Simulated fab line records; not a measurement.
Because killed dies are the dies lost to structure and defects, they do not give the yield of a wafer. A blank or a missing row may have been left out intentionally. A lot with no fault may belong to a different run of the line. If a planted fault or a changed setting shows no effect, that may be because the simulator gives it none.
Matching of chambers + flow nand_harc + NHARC_HYBRID_BOND_ACTIVATE_00 on rie_diel-03 has 4 sister chambers
The step chemistry N2, time 60 s. 16 wafers are shown with their chamber, then 7 later ones without.

== EACH WAFER AND ITS CHAMBER ==
| wafer  | chamber | drypump_motor_current_A (A) | oes_product_au (a.u.) | rf_vpp_V (V) |
|--------|---------|-----------------------------|-----------------------|--------------|
| L801.2 | 1       | 6.0                         | 0.992                 | 63.1         |
| L801.5 | 3       | 6.1                         | 1.007                 | 65.3         |
| L801.6 | 0       | 5.4                         | 1.001                 | 65.0         |
| L807.4 | 0       | 5.4                         | 0.990                 | 62.7         |
| L807.5 | 2       | 5.9                         | 1.008                 | 62.6         |
| L807.6 | 1       | 6.0                         | 0.996                 | 64.1         |
| L803.1 | 2       | 5.9                         | 1.016                 | 64.1         |
| L803.5 | 2       | 5.9                         | 1.009                 | 64.6         |
| L803.6 | 1       | 6.0                         | 0.991                 | 63.5         |
| L806.1 | 2       | 5.9                         | 0.997                 | 64.2         |
| L806.2 | 1       | 6.0                         | 0.998                 | 64.2         |
| L806.5 | 1       | 6.0                         | 1.005                 | 62.8         |
| L809.1 | 2       | 5.9                         | 0.999                 | 65.4         |
| L809.2 | 1       | 6.0                         | 1.005                 | 64.9         |
| L809.6 | 3       | 6.0                         | 0.996                 | 63.5         |
| L808.4 | 1       | 6.0                         | 0.989                 | 63.8         |

SIGNATURES (means of the wafers above)
| reading                 | chamber 0 | chamber 1 | chamber 2 | chamber 3 | scatter within a chamber |
|-------------------------|-----------|-----------|-----------|-----------|--------------------------|
| drypump_motor_current_A | 5.400     | 6.000     | 5.900     | 6.050     | 0.0204                   |
| oes_product_au          | 0.99550   | 0.99657   | 1.00580   | 1.00150   | 0.00717                  |
| rf_vpp_V                | 63.850    | 63.771    | 64.180    | 64.400    | 0.978                    |
Rule: a wafer's distance from a chamber is the root of the sum, over the readings, of the square of ((its reading less the chamber's mean) divided by the reading's scatter). The wafer belongs to the nearest chamber; if the next one is less than 2 further off, it can't be placed. The scatter: take each reading less its chamber's mean, square it, sum over the shown wafers, divide by the number of wafers less the number of chambers, and take the root.

== WAFERS WHOSE CHAMBER IS MISSING ==
| wafer  | drypump_motor_current_A (A) | oes_product_au (a.u.) | rf_vpp_V (V) |
|--------|-----------------------------|-----------------------|--------------|
| L808.6 | 6.0                         | 0.997                 | 64.3         |
| L818.3 | 6.0                         | 1.015                 | 63.9         |
| L818.4 | 6.0                         | 1.002                 | 64.4         |
| L818.5 | 5.4                         | 0.987                 | 62.4         |
| L820.3 | 5.9                         | 1.007                 | 66.1         |
| L820.4 | 6.0                         | 0.989                 | 63.8         |
| L820.6 | 5.9                         | 1.000                 | 65.4         |

== EACH ONE'S CHAMBER ==
| wafer  | from the rows above     | in truth                   |
|--------|-------------------------|----------------------------|
| L808.6 | can't be placed: 1 or 3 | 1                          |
| L818.3 | can't be placed: 1 or 3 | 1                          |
| L818.4 | can't be placed: 1 or 3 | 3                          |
| L818.5 | 0                       | 0                          |
| L820.3 | 2                       | 2                          |
| L820.4 | 1                       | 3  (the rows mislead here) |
| L820.6 | 2                       | 2                          |
Correct placement for 3 of the 7. Unplaceable from these rows: 3, with the true chamber sitting among the candidates in 3. Placed wrongly: 1.
